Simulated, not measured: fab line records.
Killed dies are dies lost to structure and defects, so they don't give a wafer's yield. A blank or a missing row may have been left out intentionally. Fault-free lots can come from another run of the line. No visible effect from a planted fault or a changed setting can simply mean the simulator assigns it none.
Chamber matching / flow nandHarc / 4 sister chambers for NHARC_P_CONTACT_CMP_24 on cmp-01
The step polishes, t overpolish 30 s, target thk 200 nm. 14 wafers are shown with their chamber, then 7 later ones without.

WAFERS PAIRED WITH THEIR CHAMBERS
wafer=L829.1; chamber=1; motorCurrentA (A)=11.7; timeToEndpointS (s)=43; overpolishRunS (s)=29.993
wafer=L829.3; chamber=2; motorCurrentA (A)=12.3; timeToEndpointS (s)=44; overpolishRunS (s)=29.994
wafer=L829.4; chamber=0; motorCurrentA (A)=13.0; timeToEndpointS (s)=45; overpolishRunS (s)=30.004
wafer=L830.1; chamber=2; motorCurrentA (A)=11.9; timeToEndpointS (s)=39; overpolishRunS (s)=29.994
wafer=L830.3; chamber=1; motorCurrentA (A)=11.3; timeToEndpointS (s)=42; overpolishRunS (s)=29.993
wafer=L830.6; chamber=2; motorCurrentA (A)=12.0; timeToEndpointS (s)=38; overpolishRunS (s)=29.987
wafer=L832.2; chamber=3; motorCurrentA (A)=11.8; timeToEndpointS (s)=36; overpolishRunS (s)=29.997
wafer=L832.4; chamber=2; motorCurrentA (A)=12.7; timeToEndpointS (s)=43; overpolishRunS (s)=29.992
wafer=L832.5; chamber=3; motorCurrentA (A)=11.7; timeToEndpointS (s)=36; overpolishRunS (s)=29.982
wafer=L837.4; chamber=1; motorCurrentA (A)=11.6; timeToEndpointS (s)=42; overpolishRunS (s)=30.013
wafer=L837.5; chamber=3; motorCurrentA (A)=11.7; timeToEndpointS (s)=37; overpolishRunS (s)=30.002
wafer=L837.6; chamber=2; motorCurrentA (A)=12.8; timeToEndpointS (s)=40; overpolishRunS (s)=29.999
wafer=L841.3; chamber=2; motorCurrentA (A)=12.7; timeToEndpointS (s)=43; overpolishRunS (s)=29.996
wafer=L841.5; chamber=3; motorCurrentA (A)=11.7; timeToEndpointS (s)=36; overpolishRunS (s)=30.004

SIGNATURES (averages over the wafers above)
reading=motorCurrentA; chamber 0=13.000; chamber 1=11.533; chamber 2=12.400; chamber 3=11.725; scatter within a chamber=0.292
reading=timeToEndpointS; chamber 0=45.00; chamber 1=42.33; chamber 2=41.17; chamber 3=36.25; scatter within a chamber=1.8
reading=overpolishRunS; chamber 0=30.00400; chamber 1=29.99967; chamber 2=29.99367; chamber 3=29.99625; scatter within a chamber=0.00803
Rule: a wafer lies at a distance from a chamber equal to the root of the sum of squares, over the readings, of (its reading less the chamber's mean, divided by the reading's scatter). If the next closest chamber is less than 2 further off than the closest, the wafer can't be placed; otherwise it belongs to the closest. The scatter is the square root of a quotient: the sum, over the shown wafers, of each reading's squared deviation from its chamber's mean, divided by wafers minus chambers.

WAFERS WHOSE CHAMBER IS MISSING
wafer=L841.6; motorCurrentA (A)=13.4; timeToEndpointS (s)=45; overpolishRunS (s)=29.977
wafer=L839.1; motorCurrentA (A)=10.5; timeToEndpointS (s)=43; overpolishRunS (s)=30.008
wafer=L839.3; motorCurrentA (A)=12.5; timeToEndpointS (s)=39; overpolishRunS (s)=30.012
wafer=L839.6; motorCurrentA (A)=12.2; timeToEndpointS (s)=36; overpolishRunS (s)=30.001
wafer=L848.1; motorCurrentA (A)=12.3; timeToEndpointS (s)=41; overpolishRunS (s)=30.007
wafer=L848.2; motorCurrentA (A)=12.7; timeToEndpointS (s)=44; overpolishRunS (s)=29.996
wafer=L848.5; motorCurrentA (A)=12.4; timeToEndpointS (s)=40; overpolishRunS (s)=30.003

THE CHAMBER EACH PASSED THROUGH
wafer=L841.6; from the rows above=can't be placed: 0 or 2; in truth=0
wafer=L839.1; from the rows above=1; in truth=1
wafer=L839.3; from the rows above=can't be placed: 2 or 3 or 0 or 1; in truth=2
wafer=L839.6; from the rows above=can't be placed: 3 or 2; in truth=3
wafer=L848.1; from the rows above=can't be placed: 2 or 1 or 0 or 3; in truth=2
wafer=L848.2; from the rows above=can't be placed: 0 or 2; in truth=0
wafer=L848.5; from the rows above=can't be placed: 2 or 3 or 1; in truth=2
Correctly placed: 1 of 7. From these rows, 6 cannot be placed; in 6 the true chamber is one of the candidates. Placed wrongly: 0.
